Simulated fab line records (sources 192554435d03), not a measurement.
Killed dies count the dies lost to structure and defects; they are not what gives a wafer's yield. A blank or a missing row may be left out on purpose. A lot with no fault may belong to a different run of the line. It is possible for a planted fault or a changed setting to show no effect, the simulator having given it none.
Split-lot study :: flow n5-finfet :: 7 lots, 21 wafers read, on a route of 1938 steps

== THE SPLIT ==
At N5_DUMMY_GATE_COAT_09 (resist thk 30 nm), the setting spin-rpm was moved away from the recipe's 1500 rpm on 6 of the 21 wafers read, by -9.0% to +4.6%. All remaining wafers had this setting at the recipe value.

== FROM THE SPLIT TO THE READING: what the file shows between them, 5 steps ==
- N5_DUMMY_GATE_EBR_11
- N5_DUMMY_GATE_SOFTBAKE_10: time 60 s
- N5_DUMMY_GATE_EXPOSE_12: exposes mask GATE, target cd 25 nm
- N5_DUMMY_GATE_PEB_13: peb time 60 s
- N5_DUMMY_GATE_DEVELOP_14: develop time 30 s

== THE READING ==
CAR-EUV_of_DUMMY_GATE_COAT_09.thk-nm (the simulator's own value, which no gauge read), in nm, at N5_DUMMY_GATE_DESCUM_20 (chemistry O2, time 6.2 s). The file does not state a usual value for it. Here, 15 wafers ran the recipe; their average is 26.5 nm with a standard deviation of 0.1 nm.

wafer: L079.3
tool, chamber at the split: litho-track-01, 0
spin-rpm as run, rpm: 1500
against the recipe: recipe
CAR-EUV_of_DUMMY_GATE_COAT_09.thk-nm, nm: 26.4
against lot-mates on the recipe: -

wafer: L079.4
tool, chamber at the split: litho-track-01, 0
spin-rpm as run, rpm: 1500
against the recipe: recipe
CAR-EUV_of_DUMMY_GATE_COAT_09.thk-nm, nm: 26.4
against lot-mates on the recipe: -

wafer: L079.5
tool, chamber at the split: litho-track-01, 0
spin-rpm as run, rpm: 1500
against the recipe: recipe
CAR-EUV_of_DUMMY_GATE_COAT_09.thk-nm, nm: 26.4
against lot-mates on the recipe: -

wafer: L087.2
tool, chamber at the split: litho-track-01, 0
spin-rpm as run, rpm: 1557
against the recipe: +3.8%
CAR-EUV_of_DUMMY_GATE_COAT_09.thk-nm, nm: 26
against lot-mates on the recipe: -0.6

wafer: L087.5
tool, chamber at the split: litho-track-01, 0
spin-rpm as run, rpm: 1557
against the recipe: +3.8%
CAR-EUV_of_DUMMY_GATE_COAT_09.thk-nm, nm: 26
against lot-mates on the recipe: -0.6

wafer: L087.4
tool, chamber at the split: litho-track-01, 0
spin-rpm as run, rpm: 1500
against the recipe: recipe
CAR-EUV_of_DUMMY_GATE_COAT_09.thk-nm, nm: 26.6
against lot-mates on the recipe: -

wafer: L089.2
tool, chamber at the split: litho-track-01, 0
spin-rpm as run, rpm: 1443
against the recipe: -3.8%
CAR-EUV_of_DUMMY_GATE_COAT_09.thk-nm, nm: 27
against lot-mates on the recipe: +0.6

wafer: L089.6
tool, chamber at the split: litho-track-01, 0
spin-rpm as run, rpm: 1443
against the recipe: -3.8%
CAR-EUV_of_DUMMY_GATE_COAT_09.thk-nm, nm: 27
against lot-mates on the recipe: +0.6

wafer: L089.5
tool, chamber at the split: litho-track-01, 0
spin-rpm as run, rpm: 1500
against the recipe: recipe
CAR-EUV_of_DUMMY_GATE_COAT_09.thk-nm, nm: 26.4
against lot-mates on the recipe: -

wafer: L091.1
tool, chamber at the split: litho-track-04, 0
spin-rpm as run, rpm: 1500
against the recipe: recipe
CAR-EUV_of_DUMMY_GATE_COAT_09.thk-nm, nm: 26.6
against lot-mates on the recipe: -

wafer: L091.4
tool, chamber at the split: litho-track-04, 0
spin-rpm as run, rpm: 1500
against the recipe: recipe
CAR-EUV_of_DUMMY_GATE_COAT_09.thk-nm, nm: 26.6
against lot-mates on the recipe: -

wafer: L091.6
tool, chamber at the split: litho-track-04, 0
spin-rpm as run, rpm: 1500
against the recipe: recipe
CAR-EUV_of_DUMMY_GATE_COAT_09.thk-nm, nm: 26.6
against lot-mates on the recipe: -

wafer: L093.2
tool, chamber at the split: litho-track-01, 0
spin-rpm as run, rpm: 1569
against the recipe: +4.6%
CAR-EUV_of_DUMMY_GATE_COAT_09.thk-nm, nm: 25.8
against lot-mates on the recipe: -0.7

wafer: L093.5
tool, chamber at the split: litho-track-01, 0
spin-rpm as run, rpm: 1500
against the recipe: recipe
CAR-EUV_of_DUMMY_GATE_COAT_09.thk-nm, nm: 26.4
against lot-mates on the recipe: -

wafer: L093.6
tool, chamber at the split: litho-track-01, 0
spin-rpm as run, rpm: 1500
against the recipe: recipe
CAR-EUV_of_DUMMY_GATE_COAT_09.thk-nm, nm: 26.6
against lot-mates on the recipe: -

wafer: L094.3
tool, chamber at the split: litho-track-04, 0
spin-rpm as run, rpm: 1500
against the recipe: recipe
CAR-EUV_of_DUMMY_GATE_COAT_09.thk-nm, nm: 26.6
against lot-mates on the recipe: -

wafer: L094.4
tool, chamber at the split: litho-track-04, 0
spin-rpm as run, rpm: 1500
against the recipe: recipe
CAR-EUV_of_DUMMY_GATE_COAT_09.thk-nm, nm: 26.6
against lot-mates on the recipe: -

wafer: L094.5
tool, chamber at the split: litho-track-04, 0
spin-rpm as run, rpm: 1500
against the recipe: recipe
CAR-EUV_of_DUMMY_GATE_COAT_09.thk-nm, nm: 26.6
against lot-mates on the recipe: -

wafer: L097.1
tool, chamber at the split: litho-track-05, 0
spin-rpm as run, rpm: 1500
against the recipe: recipe
CAR-EUV_of_DUMMY_GATE_COAT_09.thk-nm, nm: 26.4
against lot-mates on the recipe: -

wafer: L097.5
tool, chamber at the split: litho-track-05, 0
spin-rpm as run, rpm: 1500
against the recipe: recipe
CAR-EUV_of_DUMMY_GATE_COAT_09.thk-nm, nm: 26.4
against lot-mates on the recipe: -

wafer: L097.3
tool, chamber at the split: litho-track-05, 0
spin-rpm as run, rpm: 1365
against the recipe: -9.0%
CAR-EUV_of_DUMMY_GATE_COAT_09.thk-nm, nm: 27.8
against lot-mates on the recipe: +1.4

THE FIT
A straight line over all 21 wafers: CAR-EUV_of_DUMMY_GATE_COAT_09.thk-nm changes by -0.141 nm for each +1% of spin-rpm; r = -0.98; the points scatter about the line by 0.091 nm.
The same after taking each lot's own level away (the mean of its wafers on the recipe; 21 wafers): -0.156 nm for each +1%; r = -1.00; scatter 0.033 nm.
On that fit, the largest move of spin-rpm shifts the reading by 1.4 nm.
Across the lots, their own levels run from 26.40 to 26.60 nm, a range of 2.0 times the standard deviation given above.
The two slopes agree, so the slope changes little with the lot-to-lot level.
Check: for one of the wafers moved furthest among these (-9.0%), held out of the fit, the line's prediction against its lot-mates is +1.41 nm. Against them it came out at +1.4 nm.

== OTHER SPLITS APPLIED TO THESE WAFERS ==
Other splits were also applied to these wafers ahead of the reading. Each is held against what the fit with the lots' levels taken away leaves over:
other split on the same wafers: N5_ZERO_LAYER_PECVD_02 time-s
wafers away from the commonest value: 4
r with CAR-EUV_of_DUMMY_GATE_COAT_09.thk-nm (lot level and that fit taken away): -0.33

other split on the same wafers: N5_ZERO_LAYER_ETCH_18 icp-w
wafers away from the commonest value: 6
r with CAR-EUV_of_DUMMY_GATE_COAT_09.thk-nm (lot level and that fit taken away): +0.05

other split on the same wafers: N5_PMOS_HMC_CHANNEL_EPI_EXPOSE_06 dose-mj
wafers away from the commonest value: 8
r with CAR-EUV_of_DUMMY_GATE_COAT_09.thk-nm (lot level and that fit taken away): -0.29

other split on the same wafers: N5_PMOS_HMC_CHANNEL_EPI_PEB_07 peb-time-s
wafers away from the commonest value: 4
r with CAR-EUV_of_DUMMY_GATE_COAT_09.thk-nm (lot level and that fit taken away): -0.42

other split on the same wafers: N5_FIN_SAQP_ETCH_65 time-s
wafers away from the commonest value: 6
r with CAR-EUV_of_DUMMY_GATE_COAT_09.thk-nm (lot level and that fit taken away): +0.26

other split on the same wafers: N5_DUMMY_GATE_PECVD_30 time-s
wafers away from the commonest value: 10
r with CAR-EUV_of_DUMMY_GATE_COAT_09.thk-nm (lot level and that fit taken away): -0.01

== THE WHOLE CHAIN: every reading that the file lists as answering this split, in the file's order ==
step: N5_DUMMY_GATE_COAT_09
what it does: resist thk 30 nm
reading: CAR-EUV_of_DUMMY_GATE_COAT_09.thk-nm (the simulator's own value, which no gauge read)
change (the file's fit): -0.155 nm for each +1% of the setting
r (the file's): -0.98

step: N5_DUMMY_GATE_DEVELOP_14
what it does: develop time 30 s
reading: CAR-EUV_of_DUMMY_GATE_COAT_09.thk-nm (the simulator's own value, which no gauge read)
change (the file's fit): -0.173 nm for each +1% of the setting
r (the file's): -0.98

step: N5_DUMMY_GATE_DESCUM_20
what it does: chemistry O2, time 6.2 s
reading: CAR-EUV_of_DUMMY_GATE_COAT_09.thk-nm (the simulator's own value, which no gauge read)
change (the file's fit): -0.156 nm for each +1% of the setting
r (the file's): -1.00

== FILE'S OWN FIT ==
CAR-EUV_of_DUMMY_GATE_COAT_09.thk-nm changes by -0.156 nm for each +1% of spin-rpm, r = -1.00.
